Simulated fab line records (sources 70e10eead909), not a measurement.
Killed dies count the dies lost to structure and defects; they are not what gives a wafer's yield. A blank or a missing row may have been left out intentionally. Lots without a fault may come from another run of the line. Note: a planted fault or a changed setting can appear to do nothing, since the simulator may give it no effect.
Matching of chambers ; flow nand_harc ; 4 sister chambers for NHARC_A_CHANNEL_HOLE_D1_ETCH_44 on rie_diel-04
The step etches the open film in CF4/O2, target depth 140 nm, overetch 14 nm, time 77 s. 14 wafers are shown with their chamber, then 7 later ones without.

WAFERS PAIRED WITH THEIR CHAMBERS
wafer;chamber;drypump_motor_current_A (A);rf_vpp_V (V);oes_product_au (a.u.)
L075.1;0;5.6;198.7;0.990
L075.2;3;6.4;199.5;1.013
L075.6;0;5.6;198.7;1.003
L076.1;2;5.5;197.0;0.999
L076.2;3;6.4;199.6;1.016
L076.3;0;5.6;199.2;0.996
L076.4;1;5.9;200.1;0.995
L076.5;2;5.5;198.0;1.006
L076.6;1;6.0;199.8;1.002
L085.1;2;5.5;197.4;1.012
L085.5;1;5.9;199.8;1.008
L085.6;2;5.5;198.8;1.001
L086.1;3;6.4;199.2;1.002
L086.2;2;5.4;197.8;1.009

SIGNATURES (means of the wafers above)
reading;chamber 0;chamber 1;chamber 2;chamber 3;scatter within a chamber
drypump_motor_current_A;5.600;5.933;5.480;6.400;0.0383
rf_vpp_V;198.867;199.900;197.800;199.433;0.464
oes_product_au;0.99633;1.00167;1.00540;1.01033;0.00629
Rule: a wafer lies at a distance from a chamber equal to the root of the sum of squares, over the readings, of (its reading less the chamber's mean, divided by the reading's scatter). If the next closest chamber is less than 2 further off than the closest, the wafer can't be placed; otherwise it belongs to the closest. The scatter is the square root of a quotient: the sum, over the shown wafers, of each reading's squared deviation from its chamber's mean, divided by wafers minus chambers.

WAFERS WITH NO CHAMBER GIVEN
wafer;drypump_motor_current_A (A);rf_vpp_V (V);oes_product_au (a.u.)
L086.4;5.6;200.0;0.996
L091.1;5.5;198.5;1.004
L091.3;6.4;198.4;1.004
L091.6;5.5;197.2;1.002
L095.3;5.6;200.7;1.005
L095.5;5.5;198.6;0.990
L095.6;6.4;199.0;1.001

WHICH CHAMBER EACH WENT THROUGH
wafer;from the rows above;in truth
L086.4;0;0
L091.1;can't be placed: 2 or 0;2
L091.3;3;3
L091.6;2;2
L095.3;0;0
L095.5;can't be placed: 0 or 2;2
L095.6;3;3
Placed correctly: 5 of 7. Not placeable from these rows: 2 (in 2, the candidates include the true chamber). Number placed wrongly: 0.
